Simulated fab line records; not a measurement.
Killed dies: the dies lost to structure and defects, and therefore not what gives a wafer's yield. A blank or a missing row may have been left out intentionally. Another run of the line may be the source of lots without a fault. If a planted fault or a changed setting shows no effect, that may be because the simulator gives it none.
Chamber matching + flow nandHarc + rieDiel-11 running NHARC_A_CONTACT_ETCH_48: 4 sister chambers
The step etches the open film in CF4, target depth 39 nm, time 65 s. 8 wafers are shown with their chamber, then 12 later ones without.

== WAFERS PAIRED WITH THEIR CHAMBERS ==
| wafer  | chamber | showerheadPlenumPTorr (Torr) | drypumpMotorCurrentA (A) |
|--------|---------|------------------------------|--------------------------|
| L077.5 | 3       | 1.79                         | 5.8                      |
| L083.3 | 2       | 1.67                         | 5.8                      |
| L084.5 | 1       | 1.87                         | 5.5                      |
| L085.5 | 0       | 1.85                         | 5.6                      |
| L085.6 | 3       | 1.78                         | 5.8                      |
| L087.2 | 1       | 1.87                         | 5.6                      |
| L087.3 | 0       | 1.85                         | 5.6                      |
| L087.5 | 2       | 1.67                         | 5.7                      |

== WAFERS MISSING THEIR CHAMBER ==
| wafer  | showerheadPlenumPTorr (Torr) | drypumpMotorCurrentA (A) |
|--------|------------------------------|--------------------------|
| L089.2 | 1.67                         | 5.8                      |
| L089.3 | 1.87                         | 5.6                      |
| L089.5 | 1.87                         | 5.6                      |
| L088.2 | 1.86                         | 5.6                      |
| L088.4 | 1.78                         | 5.8                      |
| L088.5 | 1.67                         | 5.7                      |
| L094.1 | 1.85                         | 5.6                      |
| L094.3 | 1.78                         | 5.8                      |
| L094.5 | 1.86                         | 5.5                      |
| L097.2 | 1.67                         | 5.8                      |
| L097.3 | 1.86                         | 5.6                      |
| L097.5 | 1.86                         | 5.6                      |

== WHICH CHAMBER EACH WENT THROUGH ==
| wafer  | from the rows above     | in truth |
|--------|-------------------------|----------|
| L089.2 | 2                       | 2        |
| L089.3 | 1                       | 1        |
| L089.5 | 1                       | 1        |
| L088.2 | can't be placed: 0 or 1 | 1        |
| L088.4 | 3                       | 3        |
| L088.5 | 2                       | 2        |
| L094.1 | 0                       | 0        |
| L094.3 | 3                       | 3        |
| L094.5 | can't be placed: 1 or 0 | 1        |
| L097.2 | 2                       | 2        |
| L097.3 | can't be placed: 0 or 1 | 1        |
| L097.5 | can't be placed: 0 or 1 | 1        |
8 of 12 placed correctly. From these rows, 4 cannot be placed; in 4 the true chamber is one of the candidates. Number placed wrongly: 0.
How it was worked out, from the rows above alone: a wafer's distance from a chamber is the root of the sum, over the readings, of the square of ((its reading less the chamber's mean) divided by the reading's scatter). The wafer belongs to the nearest chamber; if the next one is less than 2 further off, it can't be placed. Each chamber's mean is taken over the wafers shown for it. The scatter: take each reading less its chamber's mean, square it, sum over the shown wafers, divide by the number of wafers less the number of chambers, and take the root.
